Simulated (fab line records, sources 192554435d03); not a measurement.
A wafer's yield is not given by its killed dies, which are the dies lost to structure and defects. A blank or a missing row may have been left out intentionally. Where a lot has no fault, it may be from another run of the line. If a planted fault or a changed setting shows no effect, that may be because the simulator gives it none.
Which tool is to blame? :: flow n5-finfet :: 24 wafers from 8 lots sampled at 4 of the route's 1938 steps

## WHAT THE GAUGES SHOWED, per wafer
N5_BEOL_M0_CUTY_INSPECT_59: inspects for defects (macro).
lot: L731
measured: day 6 13:28
on: defect-inspect-01
raw-defect-count: 3 2 5

lot: L732
measured: day 6 20:11
on: defect-inspect-01
raw-defect-count: 0 0 2

lot: L739
measured: day 8 12:54
on: defect-inspect-01
raw-defect-count: 4 36 3

lot: L740
measured: day 8 17:24
on: defect-inspect-01
raw-defect-count: 5 1 38

lot: L742
measured: day 9 03:50
on: defect-inspect-01
raw-defect-count: 2 3 1

lot: L743
measured: day 9 12:39
on: defect-inspect-02
raw-defect-count: 2 0 3

lot: L745
measured: day 9 21:58
on: defect-inspect-02
raw-defect-count: 1 1 2

lot: L748
measured: day 10 17:16
on: defect-inspect-02
raw-defect-count: 3 1 3

## WHAT TOOL EACH LOT RAN ON (gives the tool, then ch and the chambers of the sampled wafers, and finally the start)
lot: L731
N5_BEOL_M0_SAQP_SPACER2_ETCHBACK_27: rie-diel-03 ch 0,1,2, day 6 11:27
N5_BEOL_M0_SAQP_CUT_ETCH_46: rie-diel-03 ch 0,2, day 6 12:18
N5_BEOL_M0_SAQP_ETCH_49: rie-diel-04 ch 0,1,3, day 6 13:02

lot: L732
N5_BEOL_M0_SAQP_SPACER2_ETCHBACK_27: rie-diel-03 ch 1,2,3, day 6 18:06
N5_BEOL_M0_SAQP_CUT_ETCH_46: rie-diel-03 ch 0,2,3, day 6 19:01
N5_BEOL_M0_SAQP_ETCH_49: rie-diel-05 ch 0,2,3, day 6 19:46

lot: L739
N5_BEOL_M0_SAQP_SPACER2_ETCHBACK_27: rie-diel-03 ch 0,1,3, day 8 10:41
N5_BEOL_M0_SAQP_CUT_ETCH_46: rie-diel-03 ch 1,2, day 8 11:38
N5_BEOL_M0_SAQP_ETCH_49: rie-diel-04 ch 1,2,3, day 8 12:22

lot: L740
N5_BEOL_M0_SAQP_SPACER2_ETCHBACK_27: rie-diel-03 ch 0,1,3, day 8 15:25
N5_BEOL_M0_SAQP_CUT_ETCH_46: rie-diel-03 ch 0,2,3, day 8 16:07
N5_BEOL_M0_SAQP_ETCH_49: rie-diel-05 ch 0,2, day 8 16:51

lot: L742
N5_BEOL_M0_SAQP_SPACER2_ETCHBACK_27: rie-diel-04 ch 0,1,2, day 9 01:23
N5_BEOL_M0_SAQP_CUT_ETCH_46: rie-diel-03 ch 1,2,3, day 9 02:05
N5_BEOL_M0_SAQP_ETCH_49: rie-diel-03 ch 1,2, day 9 03:25

lot: L743
N5_BEOL_M0_SAQP_SPACER2_ETCHBACK_27: rie-diel-04 ch 0,1,3, day 9 10:34
N5_BEOL_M0_SAQP_CUT_ETCH_46: rie-diel-03 ch 1,2,3, day 9 11:25
N5_BEOL_M0_SAQP_ETCH_49: rie-diel-05 ch 0,2,3, day 9 12:14

lot: L745
N5_BEOL_M0_SAQP_SPACER2_ETCHBACK_27: rie-diel-05 ch 0,2,3, day 9 19:50
N5_BEOL_M0_SAQP_CUT_ETCH_46: rie-diel-03 ch 0,1,2, day 9 20:41
N5_BEOL_M0_SAQP_ETCH_49: rie-diel-03 ch 2,3, day 9 21:25

lot: L748
N5_BEOL_M0_SAQP_SPACER2_ETCHBACK_27: rie-diel-05 ch 0,1,3, day 10 15:15
N5_BEOL_M0_SAQP_CUT_ETCH_46: rie-diel-05 ch 0,1,3, day 10 15:58
N5_BEOL_M0_SAQP_ETCH_49: rie-diel-05 ch 0,2,3, day 10 16:43
- N5_BEOL_M0_SAQP_SPACER2_ETCHBACK_27: etches SiO2 in CHF3/O2, target depth 22.5 nm, time 11.25 s.
- N5_BEOL_M0_SAQP_CUT_ETCH_46: etches SOC in N2/H2, target depth 135 nm, overetch 27 nm, time 202.5 s.
- N5_BEOL_M0_SAQP_ETCH_49: etches SiO2 in CF4/O2, target depth 37 nm.

## THE ANSWER, worked out from the rows above alone
Rule: usual is defined by the lots themselves. The widest of any qualifying gaps counts: lots, ordered by their means at a reading, are off when they make up no more than a third of the lots, leave a main group of 4 or more, and stand apart from it by 3 or more times the standard deviation of that group's means. A main group is skipped when, at the precision printed for the reading in the tables above, its means are all equal. Also off: a lot with no number at a reading for which 4 or more lots have one. The other lots that the step has rows for count as sound.
Off: L739, L740 (N5_BEOL_M0_CUTY_INSPECT_59, raw-defect-count). For the main group the mean is 1.9 and the standard deviation 0.83.
A tool fits if, at a process step before that reading, it ran every lot that is off, and no sound lot after the first of them. The gauges at N5_BEOL_M0_CUTY_INSPECT_59 are tried like those tools. One candidate fits, namely rie-diel-03 at N5_BEOL_M0_SAQP_SPACER2_ETCHBACK_27. Its last sound lot is L732 (day 6 18:06), its first lot that is off L739 (day 8 10:41): a fault that began between those two fits.

## WHAT WAS PUT IN BY THE SIMULATOR
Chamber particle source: rie-diel-03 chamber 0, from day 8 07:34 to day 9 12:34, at N5_BEOL_M0_SAQP_SPACER2_ETCHBACK_27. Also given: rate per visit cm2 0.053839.
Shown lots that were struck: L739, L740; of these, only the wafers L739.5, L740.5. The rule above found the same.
